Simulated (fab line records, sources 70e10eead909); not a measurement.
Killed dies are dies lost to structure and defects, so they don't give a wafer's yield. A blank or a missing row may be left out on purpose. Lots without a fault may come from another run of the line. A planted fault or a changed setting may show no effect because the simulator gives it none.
Chamber matching | flow nand_harc | NHARC_A_ZERO_WELL_ETCH_13 on rie_si-03: 4 sister chambers
The step etches the open film in HBr/Cl2, target depth 120 nm, time 40.1 s. 8 wafers are shown with their chamber, then 7 later ones without.

WAFERS WITH THEIR CHAMBER
wafer  | chamber | drypump_motor_current_A (A) | he_backside_leak_sccm (sccm)
L216.5 | 0       | 6.0                         | 3.1
L221.4 | 1       | 6.2                         | 2.4
L221.6 | 3       | 5.7                         | 2.4
L223.1 | 1       | 6.3                         | 2.4
L223.3 | 0       | 6.0                         | 3.0
L223.4 | 2       | 6.2                         | 2.4
L225.1 | 3       | 5.7                         | 2.4
L225.2 | 2       | 6.2                         | 2.6

WAFERS WITHOUT THEIR CHAMBER
wafer  | drypump_motor_current_A (A) | he_backside_leak_sccm (sccm)
L225.3 | 6.2                         | 2.3
L227.1 | 5.8                         | 2.7
L227.4 | 6.2                         | 2.3
L227.5 | 5.7                         | 2.6
L229.1 | 6.0                         | 2.8
L229.3 | 6.2                         | 2.5
L229.5 | 6.3                         | 2.4

WHICH CHAMBER EACH WENT THROUGH
wafer  | from the rows above     | in truth
L225.3 | can't be placed: 1 or 2 | 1
L227.1 | 3                       | 3
L227.4 | can't be placed: 1 or 2 | 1
L227.5 | 3                       | 3
L229.1 | 0                       | 0
L229.3 | can't be placed: 2 or 1 | 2
L229.5 | can't be placed: 1 or 2 | 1
Placed correctly: 3 of 7. Can't be placed from these rows: 4 (the true chamber is among the candidates in 4). Placed wrongly: 0.
How it was worked out, from the rows above alone: a wafer's distance from a chamber is the root of the sum, over the readings, of the square of ((its reading less the chamber's mean) divided by the reading's scatter). The wafer belongs to the nearest chamber; if the next one is less than 2 further off, it can't be placed. A chamber's mean is the mean of its shown wafers. The scatter: the root of (the sum of the squares of (reading less its chamber's mean) over the shown wafers, divided by (wafers less chambers)).
